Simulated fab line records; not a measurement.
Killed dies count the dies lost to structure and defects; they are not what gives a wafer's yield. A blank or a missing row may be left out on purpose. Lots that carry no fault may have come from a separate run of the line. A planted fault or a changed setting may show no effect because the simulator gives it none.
What tool caused it? ; flow n5-finfet ; Sampling: 10 lots, 30 wafers, 5 of 1938 route steps

## WHAT EACH GAUGE READ, for each wafer
N5_BEOL_M4_RC_MEAS_101. Usual: DIBL_N 37.1 mV/V, standard deviation 1.8; DIBL_P 37.2 mV/V, standard deviation 2.1; IOFF_N 0.17 nA/um, standard deviation 0.033; IOFF_P 0.22 nA/um, standard deviation 0.037; ION_N 680 uA/um, standard deviation 11; ION_P 464 uA/um, standard deviation 7.7; SS_N 71.7 mV/dec, standard deviation 0.63; SS_P 73.6 mV/dec, standard deviation 0.67; VT_N 248.9 mV, standard deviation 2.9; VT_P -251 mV, standard deviation 3.6.
lot;measured;on;DIBL_N (mV/V);DIBL_P (mV/V);IOFF_N (nA/um);IOFF_P (nA/um);ION_N (uA/um);ION_P (uA/um);SS_N (mV/dec);SS_P (mV/dec);VT_N (mV);VT_P (mV);flag
L750;day 9 10:14;prober-02;36.0 37.9 35.0;36.5 39.2 35.4;0.17 0.21 0.15;0.24 0.29 0.21;691 684 684;468 471 469;71.0 71.7 70.8;73.2 74.4 73.2;248.1 245.2 249.1;-247 -246 -249;
L751;day 10 00:26;prober-02;37.3 39.4 37.5;37.8 38.5 36.9;0.18 0.21 0.18;0.23 0.24 0.22;690 693 689;467 462 468;71.9 72.3 71.6;74.0 74.5 73.8;246.8 245.6 246.4;-249 -248 -249;
L746;day 9 21:03;prober-02;37.9 38.6 38.9;37.9 38.6 40.7;0.17 0.19 0.21;0.20 0.22 0.26;671 677 713;454 459 480;72.0 72.0 71.7;73.3 73.4 73.4;250.8 247.7 244.9;-250 -249 -249;
L752;day 9 19:16;prober-02;36.6 37.9 38.8;35.3 38.5 38.1;0.14 0.18 0.19;0.16 0.22 0.21;663 684 681;449 464 463;72.0 72.4 71.7;72.9 74.1 74.2;253.8 248.7 249.6;-254 -253 -253;
L753;day 10 00:10;prober-01;38.2 38.0 37.1;39.4 37.8 36.8;0.22 0.20 0.18;0.31 0.29 0.26;697 686 680;481 479 466;72.4 72.1 72.2;74.2 73.6 73.5;245.5 245.1 246.5;-244 -243 -247;
L758;day 11 19:04;prober-02;39.2 37.0 38.2;40.1 38.1 39.8;0.20 0.16 0.20;0.23 0.19 0.23;673 679 686;452 458 465;72.7 71.3 72.0;74.4 74.2 74.5;249.5 249.1 248.2;-252 -253 -250;
L759;day 12 19:37;prober-02;38.4 40.1 35.5;37.8 40.3 35.3;0.18 0.21 0.12;0.22 0.27 0.19;676 688 671;461 474 467;70.8 71.5 70.7;73.7 74.3 73.8;247.8 247.0 252.9;-251 -247 -252;
L760;day 12 10:49;prober-02;37.6 37.6 37.3;37.8 37.0 37.4;0.16 0.15 0.16;0.18 0.17 0.17;674 673 676;456 459 453;71.8 71.1 71.5;73.2 72.8 72.9;250.6 250.8 248.5;-256 -256 -256;
L767;day 14 06:01;prober-01;38.4 37.4 37.3;37.9 36.2 35.7;0.20 0.18 0.17;0.24 0.22 0.21;695 678 666;469 461 461;72.2 72.0 71.5;74.3 73.4 73.1;243.4 247.8 249.1;-249 -251 -252;
L769;day 14 13:47;prober-02;40.8 35.2 37.1;40.8 34.0 36.9;0.27 0.13 0.18;0.34 0.20 0.25;703 677 679;477 463 467;73.1 72.0 71.7;74.0 72.0 73.6;242.1 251.3 248.0;-241 -248 -244;

## TOOL THAT RAN EACH LOT (tool first, then ch and the chambers of the sampled wafers, then the start)
lot;N5_BEOL_M1_ANNEAL_80;N5_BEOL_M1_SPUTTER_86;N5_BEOL_M1_SPUTTER_88;N5_BEOL_M1_SPUTTER_96
L750;pvd-sputter-01, day 8 00:44;pvd-sputter-01, day 8 01:06;pvd-sputter-01, day 8 01:19;pvd-sputter-01, day 8 02:12
L751;pvd-sputter-03, day 8 01:51;pvd-sputter-03, day 8 02:13;pvd-sputter-03, day 8 02:26;pvd-sputter-03, day 8 03:19
L746;pvd-sputter-01, day 8 03:28;pvd-sputter-01, day 8 03:49;pvd-sputter-01, day 8 04:02;pvd-sputter-01, day 8 04:55
L752;pvd-sputter-01, day 8 06:10;pvd-sputter-01, day 8 06:31;pvd-sputter-01, day 8 06:44;pvd-sputter-01, day 8 07:37
L753;pvd-sputter-02, day 8 06:43;pvd-sputter-02, day 8 07:04;pvd-sputter-02, day 8 07:17;pvd-sputter-02, day 8 11:26
L758;pvd-sputter-01, day 9 16:19;pvd-sputter-01, day 9 16:41;pvd-sputter-01, day 9 16:54;pvd-sputter-01, day 9 17:47
L759;pvd-sputter-02, day 10 00:59;pvd-sputter-02, day 10 01:21;pvd-sputter-02, day 10 01:34;pvd-sputter-02, day 10 02:27
L760;pvd-sputter-01, day 10 01:06;pvd-sputter-01, day 10 01:28;pvd-sputter-01, day 10 01:41;pvd-sputter-01, day 10 02:34
L767;pvd-sputter-02, day 12 01:27;pvd-sputter-02, day 12 01:49;pvd-sputter-02, day 12 02:02;pvd-sputter-02, day 12 02:55
L769;pvd-sputter-01, day 12 10:46;pvd-sputter-01, day 12 11:08;pvd-sputter-01, day 12 11:21;pvd-sputter-01, day 12 12:14
- N5_BEOL_M1_ANNEAL_80: time 240 s.
- N5_BEOL_M1_SPUTTER_86: material Cu, target thk 4.5 nm, time 8.29 s.
- N5_BEOL_M1_SPUTTER_88: material Cu, target thk 4.5 nm, time 8.29 s.
- N5_BEOL_M1_SPUTTER_96: material Cu, target thk 4.5 nm, time 8.29 s.

## AS READ BY THE TOOLS THEMSELVES (means over the sampled wafers that have a number; for cases with no such wafer, the mark the record gives instead)
N5_BEOL_M1_ANNEAL_80. Usual: 799 W for heater-power-w, sd 69.
lot;tool;heater-power-w (W);flag
L750;pvd-sputter-01;828;
L751;pvd-sputter-03;776;
L746;pvd-sputter-01;797;
L752;pvd-sputter-01;782;
L753;pvd-sputter-02;784;
L758;pvd-sputter-01;797;
L759;pvd-sputter-02;800;
L760;pvd-sputter-01;816;
L767;pvd-sputter-02;858;
L769;pvd-sputter-01;814;

N5_BEOL_M1_SPUTTER_86. Usual: chamber-pressure-pa 0.07 Pa, standard deviation 0.00013; chuck-gas-flow-sccm 1.26 sccm, standard deviation 0.058; throttle-valve-pct 30.0 %, standard deviation 1.
lot;tool;chamber-pressure-pa (Pa);chuck-gas-flow-sccm (sccm);throttle-valve-pct (%);flag
L750;pvd-sputter-01;0.07;1.26;30.3;
L751;pvd-sputter-03;0.07;1.25;29.1;
L746;pvd-sputter-01;0.07;1.33;31.1;
L752;pvd-sputter-01;0.07;1.25;30.5;
L753;pvd-sputter-02;0.07;1.25;28.7;
L758;pvd-sputter-01;0.07;1.29;30.2;
L759;pvd-sputter-02;0.07;1.24;29.1;
L760;pvd-sputter-01;0.07;1.28;30.4;
L767;pvd-sputter-02;0.07;1.20;28.9;
L769;pvd-sputter-01;0.07;1.27;30.5;

N5_BEOL_M1_SPUTTER_88. Usual: chamber-pressure-pa 0.06999 Pa, standard deviation 0.00014; chuck-gas-flow-sccm 1.25 sccm, standard deviation 0.061; throttle-valve-pct 29.9 %, standard deviation 1.1.
lot;tool;chamber-pressure-pa (Pa);chuck-gas-flow-sccm (sccm);throttle-valve-pct (%);flag
L750;pvd-sputter-01;0.06994;1.28;30.2;
L751;pvd-sputter-03;0.07010;1.25;29.2;
L746;pvd-sputter-01;0.07005;1.22;31.0;
L752;pvd-sputter-01;0.06997;1.32;30.5;
L753;pvd-sputter-02;0.06994;1.23;28.5;
L758;pvd-sputter-01;-;-;-;OFF
L759;pvd-sputter-02;-;-;-;OFF
L760;pvd-sputter-01;0.07004;1.26;30.4;
L767;pvd-sputter-02;0.06994;1.24;29.1;
L769;pvd-sputter-01;0.06992;1.20;30.5;

N5_BEOL_M1_SPUTTER_96. Usual: chamber-pressure-pa 0.06998 Pa, standard deviation 0.00014; chuck-gas-flow-sccm 1.25 sccm, standard deviation 0.054; throttle-valve-pct 30.0 %, standard deviation 1.
lot;tool;chamber-pressure-pa (Pa);chuck-gas-flow-sccm (sccm);throttle-valve-pct (%);flag
L750;pvd-sputter-01;0.07000;1.27;30.2;
L751;pvd-sputter-03;0.06984;1.25;29.3;
L746;pvd-sputter-01;0.06992;1.24;31.0;
L752;pvd-sputter-01;0.06996;1.26;30.6;
L753;pvd-sputter-02;0.06996;1.23;28.8;
L758;pvd-sputter-01;0.06989;1.27;30.2;
L759;pvd-sputter-02;0.07001;1.27;29.1;
L760;pvd-sputter-01;0.07018;1.28;30.7;
L767;pvd-sputter-02;0.06994;1.24;29.1;
L769;pvd-sputter-01;0.06994;1.25;30.5;

## THE ANSWER, worked out from the rows above alone
Rule: a lot counts as off when the mean over its wafers that have a number is more than 3 standard deviations away from the usual mean. A lot without any number at a reading at which 4 lots or more have one is off too. All remaining lots with rows at the step are treated as sound. First the gauges in route order, then the tools' own readings, where a lot's mean is used as printed above. The first step at which some lot is off is used, and at that step the reading that is off furthest; a lot without a number counts as furthest.
Off: L758, L759 (N5_BEOL_M1_SPUTTER_88, chamber-pressure-pa). Without a number there: L758, L759.
If a tool, at that step or one of the process steps before it, ran each lot that is off and ran no sound lot following the first of them, it fits. No candidate that was tried fits.

## WHAT THE SIMULATOR HAD PUT IN
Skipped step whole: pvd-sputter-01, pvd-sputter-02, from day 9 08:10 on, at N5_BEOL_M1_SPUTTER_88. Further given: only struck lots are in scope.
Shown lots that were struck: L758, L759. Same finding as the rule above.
